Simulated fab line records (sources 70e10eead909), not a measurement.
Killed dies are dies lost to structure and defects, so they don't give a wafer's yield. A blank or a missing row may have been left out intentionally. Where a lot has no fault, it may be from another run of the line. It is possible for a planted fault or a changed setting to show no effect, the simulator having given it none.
Which tool did it?    flow nand harc    Sampling: 13 lots, 37 wafers, 5 of 1159 route steps

== WHAT THE GAUGES READ, wafer by wafer ==
NHARC_END_SORT_01.
lot   measured      on         killed at array  killed at other  killed at periphery  killed dies  killed open  killed short
L785  day 21 00:32  prober-01  133 24 20        0 0 0            4 2 3                137 26 23    6 3 1        1 2 2
L786  day 21 09:08  prober-01  89 24            0 0              5 4                  94 28        4 1          3 1
L791  day 21 13:15  prober-02  107 16           1 0              5 3                  113 19       4 4          4 3

== EACH LOT AND THE TOOL THAT RAN IT (in order: tool; ch and the chambers of the sampled wafers; start) ==
lot   NHARC_A_CONTACT_ETCH_49             NHARC_A_CONTACT_ETCH_117              NHARC_A_CONTACT_ETCH_118              NHARC_A_CONTACT_ETCH_123
L783  rie diel-09 ch 1,2, day 16 05:38    har cap etch-03 ch 0,1, day 16 07:39  har cap etch-03 ch 0,1, day 16 07:46  har cap etch-03 ch 0,1, day 16 08:32
L784  rie diel-09 ch 0,1,2, day 16 09:01  har cap etch-01 ch 0,1, day 16 10:40  har cap etch-01 ch 0,1, day 16 10:46  har cap etch-01 ch 0,1, day 16 11:13
L785  rie diel-09 ch 2,3, day 17 18:00    har cap etch-03 ch 0,1, day 17 19:56  har cap etch-03 ch 0,1, day 17 20:04  har cap etch-03 ch 0,1, day 17 20:43
L786  rie diel-09 ch 0,1, day 18 01:25    har cap etch-02 ch 1, day 18 03:22    har cap etch-02 ch 1, day 18 03:29    har cap etch-02 ch 1, day 18 04:05
L791  rie diel-09 ch 2,3, day 18 17:35    har cap etch-03 ch 0, day 18 19:17    har cap etch-03 ch 0, day 18 19:23    har cap etch-03 ch 0, day 18 19:50
L796  rie diel-03 ch 1,2, day 19 07:59    har cap etch-03 ch 0,1, day 19 10:50  har cap etch-03 ch 0,1, day 19 10:59  har cap etch-03 ch 0,1, day 19 11:57
L798  rie diel-03 ch 1,2,3, day 20 07:10  har cap etch-02 ch 0,1, day 20 08:55  har cap etch-02 ch 0,1, day 20 09:00  har cap etch-02 ch 0,1, day 20 09:28
L799  rie diel-03 ch 0,2,3, day 20 14:17  har cap etch-01 ch 0,1, day 20 15:58  har cap etch-01 ch 0,1, day 20 16:04  har cap etch-01 ch 0,1, day 20 16:34
L801  rie diel-02 ch 1,2, day 21 04:16    har cap etch-03 ch 0,1, day 21 06:15  har cap etch-03 ch 0,1, day 21 06:22  har cap etch-03 ch 0,1, day 21 07:05
L802  rie diel-09 ch 0,1, day 21 08:32    har cap etch-02 ch 0,1, day 21 10:17  har cap etch-02 ch 0,1, day 21 10:23  har cap etch-02 ch 0,1, day 21 10:50
L800  rie diel-02 ch 0,1,3, day 21 09:43  har cap etch-03 ch 0,1, day 21 11:32  har cap etch-03 ch 0,1, day 21 11:37  har cap etch-03 ch 0,1, day 21 12:07
L803  rie diel-09 ch 0,3, day 21 13:40    har cap etch-02 ch 0,1, day 21 15:25  har cap etch-02 ch 0,1, day 21 15:30  har cap etch-02 ch 0,1, day 21 16:02
L804  rie diel-03 ch 1,2,3, day 22 00:32  har cap etch-01 ch 0,1, day 22 02:16  har cap etch-01 ch 0,1, day 22 02:22  har cap etch-01 ch 0,1, day 22 02:49
- NHARC_A_CONTACT_ETCH_49: etches the open film in N2/H2, target depth 260 nm, time 475.3 s.
- NHARC_A_CONTACT_ETCH_117: etches the open film in C4F8/O2/Ar, time 94 s, target depth 922 nm.
- NHARC_A_CONTACT_ETCH_118: etches the open film in C4F8/O2/Ar, time 94 s, target depth 922 nm.
- NHARC_A_CONTACT_ETCH_123: etches the open film in C4F8/O2/Ar, time 253 s, target depth 1090 nm.

== AS READ BY THE TOOLS THEMSELVES (means over the sampled wafers that have a number; for cases with no such wafer, the mark the record gives instead) ==
NHARC_A_CONTACT_ETCH_49.
lot   tool         drypump motor current A (A)  oes product au (a.u.)  rf vpp V (V)  run length s (s)  showerhead plenum p Torr (Torr)  throttle valve pct (%)
L783  rie diel-09  5.63                         1.002                  426.7         496.5             1.91                             14.161
L784  rie diel-09  5.75                         1.003                  427.0         496.5             1.91                             14.173
L785  rie diel-09  6.06                         1.001                  429.6         458.6             2.01                             14.161
L786  rie diel-09  5.63                         0.994                  427.5         439.2             1.92                             14.159
L791  rie diel-09  6.04                         0.990                  429.1         440.0             1.97                             14.171
L796  rie diel-03  5.80                         0.997                  431.7         496.5             2.09                             14.178
L798  rie diel-03  5.75                         1.003                  431.2         496.3             2.02                             14.172
L799  rie diel-03  5.83                         1.002                  430.0         496.5             2.01                             14.167
L801  rie diel-02  5.47                         0.999                  429.8         496.4             2.04                             14.167
L802  rie diel-09  5.58                         1.005                  427.9         496.6             1.91                             14.174
L800  rie diel-02  5.93                         1.003                  432.0         496.8             2.12                             14.178
L803  rie diel-09  5.89                         1.002                  428.7         496.7             1.97                             14.181
L804  rie diel-03  5.75                         1.001                  429.7         496.4             2.02                             14.174

NHARC_A_CONTACT_ETCH_123.
lot   tool             run length s (s)
L783  har cap etch-03  284.9
L784  har cap etch-01  283.8
L785  har cap etch-03  284.6
L786  har cap etch-02  284.8
L791  har cap etch-03  284.6
L796  har cap etch-03  284.5
L798  har cap etch-02  284.1
L799  har cap etch-01  283.7
L801  har cap etch-03  284.5
L802  har cap etch-02  284.3
L800  har cap etch-03  284.4
L803  har cap etch-02  284.4
L804  har cap etch-01  284.0

== THE ANSWER, worked out from the rows above alone ==
Rule: the lots themselves supply what counts as usual. The widest of any qualifying gaps counts: lots, ordered by their means at a reading, are off when they make up no more than a third of the lots, leave a main group of 4 or more, and stand apart from it by 3 or more times the standard deviation of that group's means. Not used: any main group whose means are identical at the precision the tables above print for the reading. A lot without any number at a reading at which 4 lots or more have one is off too. The other lots that the step has rows for count as sound. First the gauges in route order, then the tools' own readings, where a lot's mean is used as printed above. At the first step where some lot is off, the reading lying furthest off is the one used; lots without a number count as furthest.
Off, at NHARC_A_CONTACT_ETCH_49 on run length s: L785, L786, L791. Main group: mean 496.5 s, sd 0.14.
If a tool, at that step or one of the process steps before it, ran each lot that is off and ran no sound lot following the first of them, it fits. No candidate that was tried fits.

== WHAT THE SIMULATOR PUT IN ==
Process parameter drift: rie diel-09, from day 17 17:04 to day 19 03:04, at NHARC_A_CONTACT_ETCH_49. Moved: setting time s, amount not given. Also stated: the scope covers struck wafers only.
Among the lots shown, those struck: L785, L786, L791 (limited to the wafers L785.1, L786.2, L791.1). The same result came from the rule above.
